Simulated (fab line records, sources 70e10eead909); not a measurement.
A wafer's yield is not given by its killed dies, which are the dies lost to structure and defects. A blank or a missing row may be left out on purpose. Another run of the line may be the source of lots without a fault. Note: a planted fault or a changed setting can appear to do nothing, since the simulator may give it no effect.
The tool behind it: which one? | flow nand_harc | 11 lots with 33 wafers sampled at 5 steps, on a route of 1302 steps

WHAT THE GAUGES READ, wafer by wafer
NHARC_END_SORT_01. Usual: killed_at_array 54, standard deviation 21; killed_at_other 0.9, standard deviation 1.1; killed_at_periphery 3.5, standard deviation 2.5; killed_dies 58, standard deviation 21; killed_open 3.3, standard deviation 1.9; killed_short 2.6, standard deviation 1.8.
lot  | measured     | on        | killed_at_array | killed_at_other | killed_at_periphery | killed_dies | killed_open | killed_short | flag
L225 | day 27 07:18 | prober-02 | 33 33 44        | 0 2 0           | 3 0 1               | 36 35 45    | 1 2 5       | 5 2 1        |

WHAT TOOL EACH LOT RAN ON (gives the tool, then ch and the chambers of the sampled wafers, and finally the start)
lot  | NHARC_A_STAIRCASE_HM_OPEN_460                 | NHARC_A_STAIRCASE_STRIP_295                   | NHARC_A_STAIRCASE_DEP_301       | NHARC_A_STAIRCASE_DESCUM_312
L218 | rie_diel-01 ch 0,1,3, day 17 11:32 or earlier | rie_diel-01 ch 0,1,3, day 17 11:32 or earlier | pecvd-04 ch 0,1,2, day 17 11:32 | rie_diel-03 ch 0,1,2, day 17 12:31
L219 | rie_diel-13 ch 0,2,3, day 17 11:36 or earlier | rie_diel-13 ch 0,3, day 17 11:36 or earlier   | pecvd-03 ch 1,2, day 17 11:36   | rie_diel-01 ch 2,3, day 17 12:38
L220 | rie_diel-01 ch 2,3, day 17 12:57 or earlier   | rie_diel-01 ch 0,2,3, day 17 12:57 or earlier | pecvd-01 ch 0,1, day 17 12:57   | rie_diel-13 ch 1,3, day 17 13:55
L221 | rie_diel-13 ch 0,1, day 19 12:43 or earlier   | rie_diel-13 ch 0,1, day 19 12:43 or earlier   | pecvd-04 ch 0,1,2, day 19 12:43 | rie_diel-13 ch 2,3, day 19 13:37
L224 | rie_diel-03 ch 1,2, day 19 20:22 or earlier   | rie_diel-03 ch 0,2, day 19 20:22 or earlier   | pecvd-03 ch 0,2, day 19 20:22   | rie_diel-13 ch 0,1, day 19 21:11
L225 | rie_diel-01 ch 0,1,2, day 19 21:34 or earlier | rie_diel-01 ch 1,2, day 19 21:34 or earlier   | pecvd-03 ch 0,1, day 19 21:34   | rie_diel-01 ch 0,2,3, day 19 22:24
L234 | rie_diel-01 ch 0,2,3, day 23 09:40 or earlier | rie_diel-01 ch 0,1,3, day 23 09:40 or earlier | pecvd-03 ch 0,1,2, day 23 09:40 | rie_diel-13 ch 1,2,3, day 23 10:31
L237 | rie_diel-03 ch 0,1, day 24 23:07 or earlier   | rie_diel-03 ch 1,2,3, day 24 23:07 or earlier | pecvd-03 ch 1,2, day 24 23:07   | rie_diel-03 ch 1,2, day 25 00:05
L240 | rie_diel-13 ch 0,3, day 26 05:50 or earlier   | rie_diel-13 ch 2,3, day 26 05:50 or earlier   | pecvd-01 ch 0,1,2, day 26 05:50 | rie_diel-13 ch 0,1, day 26 06:41
L239 | rie_diel-03 ch 0,1, day 26 08:52 or earlier   | rie_diel-03 ch 0,1, day 26 08:52 or earlier   | pecvd-04 ch 0,1, day 26 08:52   | rie_diel-01 ch 1,2, day 26 09:49
L241 | rie_diel-13 ch 0,1, day 26 23:02 or earlier   | rie_diel-13 ch 0,3, day 26 23:02 or earlier   | pecvd-01 ch 0,1, day 26 23:02   | rie_diel-01 ch 1,3, day 27 00:01
- NHARC_A_STAIRCASE_HM_OPEN_460: chemistry O2/COS.
- NHARC_A_STAIRCASE_STRIP_295: strips in O2.
- NHARC_A_STAIRCASE_DEP_301: deposits SiON, target thk 30 nm.
- NHARC_A_STAIRCASE_DESCUM_312: chemistry O2, time 3 s.

AS READ BY THE TOOLS THEMSELVES (means over the sampled wafers that have a number; for cases with no such wafer, the mark the record gives instead)
NHARC_A_STAIRCASE_HM_OPEN_460. Usual: drypump_motor_current_A 5.8 A, standard deviation 0.32; oes_product_au 0.997 a.u., standard deviation 0.012; rf_vpp_V 466.9 V, standard deviation 2.9; showerhead_plenum_p_Torr 3.11 Torr, standard deviation 0.13; throttle_valve_pct 28.331 %, standard deviation 0.0091.
lot  | tool        | drypump_motor_current_A (A) | oes_product_au (a.u.) | rf_vpp_V (V) | showerhead_plenum_p_Torr (Torr) | throttle_valve_pct (%) | flag
L218 | rie_diel-01 | 6.0                         | 0.985                 | 466.9        | 3.11                            | 28.330                 |
L219 | rie_diel-13 | 5.7                         | 0.995                 | 467.8        | 3.16                            | 28.329                 |
L220 | rie_diel-01 | 6.1                         | 0.995                 | 464.9        | 3.03                            | 28.328                 |
L221 | rie_diel-13 | 5.7                         | 0.996                 | 469.9        | 3.22                            | 28.327                 |
L224 | rie_diel-03 | 5.9                         | 1.007                 | 465.4        | 3.08                            | 28.314                 |
L225 | rie_diel-01 | 5.8                         | 0.995                 | 467.7        | 3.14                            | 28.337                 |
L234 | rie_diel-01 | 6.0                         | 0.992                 | 464.7        | 3.04                            | 28.332                 |
L237 | rie_diel-03 | 6.0                         | 1.014                 | 469.6        | 3.27                            | 28.341                 |
L240 | rie_diel-13 | 5.6                         | 0.995                 | 466.1        | 3.10                            | 28.332                 |
L239 | rie_diel-03 | 6.0                         | 0.990                 | 471.4        | 3.27                            | 28.337                 |
L241 | rie_diel-13 | 5.8                         | 0.991                 | 468.5        | 3.19                            | 28.333                 |

NHARC_A_STAIRCASE_STRIP_295. Usual: drypump_motor_current_A 5.9 A, standard deviation 0.33; oes_product_au 0.998 a.u., standard deviation 0.012; rf_vpp_V 57.7 V, standard deviation 0.84; showerhead_plenum_p_Torr 3.51 Torr, standard deviation 0.15; throttle_valve_pct 17.036 %, standard deviation 0.0094.
lot  | tool        | drypump_motor_current_A (A) | oes_product_au (a.u.) | rf_vpp_V (V) | showerhead_plenum_p_Torr (Torr) | throttle_valve_pct (%) | flag
L218 | rie_diel-01 | 6.0                         | 0.993                 | 57.6         | 3.51                            | 17.026                 |
L219 | rie_diel-13 | 5.4                         | 0.985                 | 58.2         | 3.44                            | 17.044                 |
L220 | rie_diel-01 | 6.0                         | 0.993                 | 57.9         | 3.46                            | 17.036                 |
L221 | rie_diel-13 | 5.8                         | 1.000                 | 58.2         | 3.63                            | 17.034                 |
L224 | rie_diel-03 | 6.2                         | 1.014                 | 57.5         | 3.30                            | 17.034                 |
L225 | rie_diel-01 | 5.8                         | 1.011                 | 57.6         | 3.57                            | 17.038                 |
L234 | rie_diel-01 | 6.0                         | 1.005                 | 57.8         | 3.49                            | 17.036                 |
L237 | rie_diel-03 | 5.7                         | 1.010                 | 57.4         | 3.40                            | 17.042                 |
L240 | rie_diel-13 | 5.4                         | 0.988                 | 57.8         | 3.44                            | 17.034                 |
L239 | rie_diel-03 | 6.0                         | 0.992                 | 59.2         | 3.69                            | 17.032                 |
L241 | rie_diel-13 | 5.6                         | 0.983                 | 57.5         | 3.50                            | 17.038                 |

NHARC_A_STAIRCASE_DEP_301. Usual: heater_power_w 802 W, standard deviation 90; rf_fwd_power_W 348.4 W, standard deviation 1.3; showerhead_vpp_V 1153 V, standard deviation 57.
lot  | tool     | heater_power_w (W) | rf_fwd_power_W (W) | showerhead_vpp_V (V) | flag
L218 | pecvd-04 | 855                | 348.9              | 1160                 |
L219 | pecvd-03 | 706                | 349.4              | 1216                 |
L220 | pecvd-01 | 727                | 348.1              | 1068                 |
L221 | pecvd-04 | 852                | 347.7              | 1160                 |
L224 | pecvd-03 | 744                | 347.7              | 1183                 |
L225 | pecvd-03 | 798                | 348.4              | 1184                 |
L234 | pecvd-03 | 739                | 391.4              | 1247                 | OFF
L237 | pecvd-03 | 731                | 390.4              | 1284                 | OFF
L240 | pecvd-01 | 752                | 349.3              | 1090                 |
L239 | pecvd-04 | 893                | 349.5              | 1137                 |
L241 | pecvd-01 | 758                | 348.3              | 1080                 |

NHARC_A_STAIRCASE_DESCUM_312. Usual: drypump_motor_current_A 5.8 A, standard deviation 0.33; oes_product_au 0.998 a.u., standard deviation 0.013; rf_vpp_V 57.7 V, standard deviation 0.91; showerhead_plenum_p_Torr 1.90 Torr, standard deviation 0.084; throttle_valve_pct 11.311 %, standard deviation 0.0096.
lot  | tool        | drypump_motor_current_A (A) | oes_product_au (a.u.) | rf_vpp_V (V) | showerhead_plenum_p_Torr (Torr) | throttle_valve_pct (%) | flag
L218 | rie_diel-03 | 6.0                         | 1.014                 | 56.9         | 1.84                            | 11.316                 |
L219 | rie_diel-01 | 6.2                         | 0.988                 | 57.9         | 1.83                            | 11.307                 |
L220 | rie_diel-13 | 5.4                         | 1.003                 | 58.0         | 1.93                            | 11.320                 |
L221 | rie_diel-13 | 5.4                         | 0.995                 | 57.2         | 1.88                            | 11.303                 |
L224 | rie_diel-13 | 5.7                         | 0.995                 | 58.1         | 1.98                            | 11.316                 |
L225 | rie_diel-01 | 6.1                         | 0.988                 | 57.6         | 1.86                            | 11.307                 |
L234 | rie_diel-13 | 5.6                         | 0.995                 | 57.5         | 1.93                            | 11.307                 |
L237 | rie_diel-03 | 5.9                         | 0.991                 | 57.4         | 1.87                            | 11.316                 |
L240 | rie_diel-13 | 5.7                         | 0.990                 | 57.7         | 1.96                            | 11.309                 |
L239 | rie_diel-01 | 5.8                         | 1.017                 | 57.4         | 1.89                            | 11.307                 |
L241 | rie_diel-01 | 6.1                         | 1.017                 | 57.6         | 1.84                            | 11.305                 |

THE ANSWER, worked out from the rows above alone
Rule: a lot counts as off when the mean over its wafers that have a number is more than 3 standard deviations away from the usual mean. A lot without any number at a reading at which 4 lots or more have one is off too. Where the step has rows for the other lots, those lots are counted as sound. First the gauges in route order, then the tools' own readings, where a lot's mean is used as printed above. The first step at which some lot is off is used, and at that step the reading that is off furthest; a lot without a number counts as furthest.
Off: L234, L237 (NHARC_A_STAIRCASE_DEP_301, rf_fwd_power_W).
A tool fits if, at that step or a process step before it, it ran every lot that is off, and no sound lot after the first of them. NHARC_A_STAIRCASE_HM_OPEN_460: start missing for some lots; hours and lot order therefore follow NHARC_A_STAIRCASE_DEP_301. NHARC_A_STAIRCASE_STRIP_295: start missing for some lots; hours and lot order therefore follow NHARC_A_STAIRCASE_DEP_301. One candidate fits, namely pecvd-03 at NHARC_A_STAIRCASE_DEP_301. A fault onset in the window from L225 (day 19 21:34, its last sound lot) to L234 (day 23 09:40, its first lot off) fits.
On the lots that are off, the tool's own readings at NHARC_A_STAIRCASE_DEP_301 differ by more than 5 times the standard deviation of the sound lots' means, which bears it out; rf_fwd_power_W reads 390.9 W there versus 348.6 W on the sound lots.

WHAT THE SIMULATOR HAD INSERTED
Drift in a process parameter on pecvd-03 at NHARC_A_STAIRCASE_DEP_301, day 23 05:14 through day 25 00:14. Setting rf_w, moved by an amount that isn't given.
Struck lots among those shown: L234, L237. The rule given above showed the same thing.
